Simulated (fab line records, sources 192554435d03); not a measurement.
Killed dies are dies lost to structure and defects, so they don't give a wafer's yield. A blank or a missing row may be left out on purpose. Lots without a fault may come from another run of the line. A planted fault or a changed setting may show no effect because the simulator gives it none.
Chamber matching | flow n5_finfet | N5_STI_FIN_REVEAL_ALD_14 on ald_sin-04: 4 sister chambers
The step deposits Si3N4, target thk 3 nm. 8 wafers are shown with their chamber, then 9 later ones without.

WAFERS WITH THEIR CHAMBER
wafer  | chamber | heater_power_w (W)
L074.3 | 3       | 763
L076.1 | 3       | 759
L085.4 | 0       | 829
L092.1 | 1       | 836
L092.3 | 0       | 815
L094.2 | 2       | 956
L094.4 | 1       | 841
L094.6 | 2       | 926

WAFERS WITHOUT THEIR CHAMBER
wafer  | heater_power_w (W)
L095.1 | 858
L095.2 | 855
L095.3 | 921
L095.4 | 760
L095.5 | 834
L095.6 | 824
L097.3 | 771
L097.4 | 848
L097.5 | 817

WHICH CHAMBER EACH WENT THROUGH
wafer  | from the rows above     | in truth
L095.1 | can't be placed: 1 or 0 | 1
L095.2 | can't be placed: 1 or 0 | 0
L095.3 | 2                       | 2
L095.4 | 3                       | 3
L095.5 | can't be placed: 1 or 0 | 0
L095.6 | can't be placed: 0 or 1 | 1
L097.3 | 3                       | 3
L097.4 | can't be placed: 1 or 0 | 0
L097.5 | can't be placed: 0 or 1 | 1
Placed correctly: 3 of 9. Can't be placed from these rows: 6 (the true chamber is among the candidates in 6). Placed wrongly: 0.
How it was worked out, from the rows above alone: a wafer's distance from a chamber is the root of the sum, over the readings, of the square of ((its reading less the chamber's mean) divided by the reading's scatter). The wafer belongs to the nearest chamber; if the next one is less than 2 further off, it can't be placed. A chamber's mean is the mean of its shown wafers. The scatter: the root of (the sum of the squares of (reading less its chamber's mean) over the shown wafers, divided by (wafers less chambers)).
